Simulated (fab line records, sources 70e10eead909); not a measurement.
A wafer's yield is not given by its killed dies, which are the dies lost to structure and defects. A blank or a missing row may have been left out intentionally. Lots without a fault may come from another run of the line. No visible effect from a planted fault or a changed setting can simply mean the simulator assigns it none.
Matching of chambers + flow nandHarc + NHARC_A_M1_ETCH_35 on rieDiel-06: 4 sister chambers
The step etches the open film in N2/H2, target depth 40 nm, overetch 12 nm, time 43.94 s. 20 wafers are shown with their chamber, then 10 later ones without.

EACH WAFER AND ITS CHAMBER
| wafer  | chamber | showerheadPlenumPTorr (Torr) | drypumpMotorCurrentA (A) | rfVppV (V) |
|--------|---------|------------------------------|--------------------------|------------|
| L079.1 | 1       | 1.97                         | 5.4                      | 429.5      |
| L079.2 | 2       | 2.01                         | 5.3                      | 430.9      |
| L079.4 | 3       | 1.99                         | 6.1                      | 429.7      |
| L077.3 | 0       | 2.20                         | 5.1                      | 434.8      |
| L077.4 | 2       | 2.01                         | 5.3                      | 430.2      |
| L077.6 | 0       | 2.20                         | 5.1                      | 435.1      |
| L076.1 | 3       | 1.99                         | 6.1                      | 428.2      |
| L076.3 | 0       | 2.20                         | 5.1                      | 434.9      |
| L076.4 | 1       | 1.97                         | 5.5                      | 428.9      |
| L078.1 | 0       | 2.20                         | 5.1                      | 433.7      |
| L078.4 | 1       | 1.97                         | 5.4                      | 428.4      |
| L078.6 | 1       | 1.97                         | 5.4                      | 428.6      |
| L082.1 | 2       | 2.01                         | 5.3                      | 430.0      |
| L082.2 | 3       | 1.99                         | 6.1                      | 430.2      |
| L082.4 | 1       | 1.97                         | 5.4                      | 429.1      |
| L081.2 | 0       | 2.20                         | 5.1                      | 434.6      |
| L081.5 | 1       | 1.97                         | 5.4                      | 429.1      |
| L081.6 | 0       | 2.20                         | 5.1                      | 435.3      |
| L081.1 | 3       | 1.99                         | 6.1                      | 428.7      |
| L081.3 | 2       | 2.00                         | 5.3                      | 429.7      |

SIGNATURES, as means of the wafers listed above
| reading               | chamber 0 | chamber 1 | chamber 2 | chamber 3 | scatter within a chamber |
|-----------------------|-----------|-----------|-----------|-----------|--------------------------|
| showerheadPlenumPTorr | 2.2000    | 1.9700    | 2.0075    | 1.9900    | 0.00217                  |
| drypumpMotorCurrentA  | 5.100     | 5.417     | 5.300     | 6.100     | 0.0228                   |
| rfVppV                | 434.733   | 428.933   | 430.200   | 429.200   | 0.593                    |
Rule: for a wafer and a chamber, the distance is found by dividing, reading by reading, the gap between the wafer's reading and the chamber's mean by the reading's scatter, squaring, summing and taking the root. The wafer belongs to the nearest chamber; if the next one is less than 2 further off, it can't be placed. The scatter: take each reading less its chamber's mean, square it, sum over the shown wafers, divide by the number of wafers less the number of chambers, and take the root.

WAFERS WHOSE CHAMBER IS MISSING
| wafer  | showerheadPlenumPTorr (Torr) | drypumpMotorCurrentA (A) | rfVppV (V) |
|--------|------------------------------|--------------------------|------------|
| L081.4 | 1.97                         | 5.4                      | 429.9      |
| L083.2 | 2.20                         | 5.1                      | 435.8      |
| L083.3 | 1.97                         | 5.4                      | 428.6      |
| L083.4 | 1.99                         | 6.1                      | 429.4      |
| L086.3 | 1.99                         | 6.1                      | 429.7      |
| L086.4 | 1.97                         | 5.5                      | 428.8      |
| L086.5 | 2.20                         | 5.1                      | 434.8      |
| L087.2 | 2.00                         | 5.3                      | 428.4      |
| L087.4 | 1.99                         | 6.1                      | 430.6      |
| L087.5 | 1.97                         | 5.4                      | 427.6      |

THE CHAMBER EACH PASSED THROUGH
| wafer  | from the rows above | in truth |
|--------|---------------------|----------|
| L081.4 | 1                   | 1        |
| L083.2 | 0                   | 0        |
| L083.3 | 1                   | 1        |
| L083.4 | 3                   | 3        |
| L086.3 | 3                   | 3        |
| L086.4 | 1                   | 1        |
| L086.5 | 0                   | 0        |
| L087.2 | 2                   | 2        |
| L087.4 | 3                   | 3        |
| L087.5 | 1                   | 1        |
10 of 10 placed correctly. Not placeable from these rows: 0. Wrongly placed: 0.
